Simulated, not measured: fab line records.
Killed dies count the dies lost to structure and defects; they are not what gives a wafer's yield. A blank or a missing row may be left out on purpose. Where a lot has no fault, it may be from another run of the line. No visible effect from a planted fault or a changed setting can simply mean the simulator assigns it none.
Problem report, 8D (eight disciplines) form, completed by code | flow n5 finfet | the parts of the form that need people (team, actions taken, sign-off) are left out

## 1. WHAT WENT WRONG
At N5_HKMG_FIN_HK_ANNEAL_02, lamp_zone_2_pct averages 8.204 % over 6 wafers from 2 lots, while fault-free wafers read 8.798 %, standard deviation 0.0078. Relative to the usual mean, that is a shift of -76 standard deviations.
The step: time 30 s.
First observed at day 6 13:25: wafer L746.2, on rtp anneal-02. The record has a number at this step for 24 wafers belonging to 8 lots. By rule, "out" or "out of limits" means more than 4 standard deviations away from the usual mean. The other wafers with a number count as sound.

## 2. WHAT IT IS AND WHAT IT IS NOT
question                    | is                                                                                                                                    | is not
which readings at this step | lamp_zone_2_pct, lamp power pct, lamp_zone_1_pct, lamp_zone_3_pct, lamp_zone_4_pct, lamp_zone_5_pct, lamp_zone_6_pct, lamp_zone_7_pct | wafer_temp_C_max
which lots                  | L746, L747                                                                                                                            | L736, L737, L738, L748, L758, L759
which wafers of those lots  | all that have a number                                                                                                                | -
read on which tools         | rtp anneal-02                                                                                                                         | rtp anneal-01
when                        | from day 6 13:25                                                                                                                      | up to then (9 sound wafers); but 9 sound wafers of L748, L758, L759 came after

## 3. WHAT RULES OUT EACH SUSPECT
Counting: a tool stays on the suspect list if, at a process step up to the reading, it processed all lots that are out and no sound lot following the first of them.
- rtp anneal-02 at N5_HKMG_FIN_HK_ANNEAL_02 (time 30 s): ruled out as a lasting fault. Following L746 (day 6 13:25), the first lot on it that is out, the sound lots L759 were run on it.
Left after counting: nothing in the record.

## 4. THE CAUSE (what the simulator had put in)
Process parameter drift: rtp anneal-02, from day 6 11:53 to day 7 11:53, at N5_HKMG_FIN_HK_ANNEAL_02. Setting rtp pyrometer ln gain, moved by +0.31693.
Counting ruled it out, wrongly.

## 5. SEQUENCE OF EFFECTS, ordered by route
Rows list readings where the struck wafers' mean (over those with a number) sits beyond 3 standard deviations from the usual. Only readings whose record carries a usual standard deviation are examined. hours: median over the lots of the time between each lot's start at the first step of this table that gives one and its start at this step. sigmas: the change, counted in usual standard deviations.
hours | step                     | reading         | usual   | on struck wafers | change | sigmas
0     | N5_HKMG_FIN_HK_ANNEAL_02 | lamp power pct  | 8.79 %  | 8.19             | -0.60  | -11
0     | N5_HKMG_FIN_HK_ANNEAL_02 | lamp_zone_1_pct | 8.798 % | 8.203            | -0.595 | -61
0     | N5_HKMG_FIN_HK_ANNEAL_02 | lamp_zone_2_pct | 8.798 % | 8.204            | -0.594 | -76
0     | N5_HKMG_FIN_HK_ANNEAL_02 | lamp_zone_3_pct | 8.799 % | 8.199            | -0.600 | -60
0     | N5_HKMG_FIN_HK_ANNEAL_02 | lamp_zone_4_pct | 8.794 % | 8.207            | -0.587 | -53
0     | N5_HKMG_FIN_HK_ANNEAL_02 | lamp_zone_5_pct | 8.797 % | 8.198            | -0.599 | -60
0     | N5_HKMG_FIN_HK_ANNEAL_02 | lamp_zone_6_pct | 8.726 % | 8.131            | -0.595 | -54
0     | N5_HKMG_FIN_HK_ANNEAL_02 | lamp_zone_7_pct | 9.194 % | 8.575            | -0.619 | -56
The process steps in it:
- N5_HKMG_FIN_HK_ANNEAL_02: time 30 s.
At these later measuring or inspecting steps, every struck wafer for which the step has a row has a number for every such reading, and none has moved that far: N5_BEOL_M4_RC_MEAS_101.

## 6. WHAT WOULD HAVE CAUGHT IT SOONER
2 hours passed between the start of the fault at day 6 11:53 and the first reading out of limits in this record, taken at day 6 13:25.
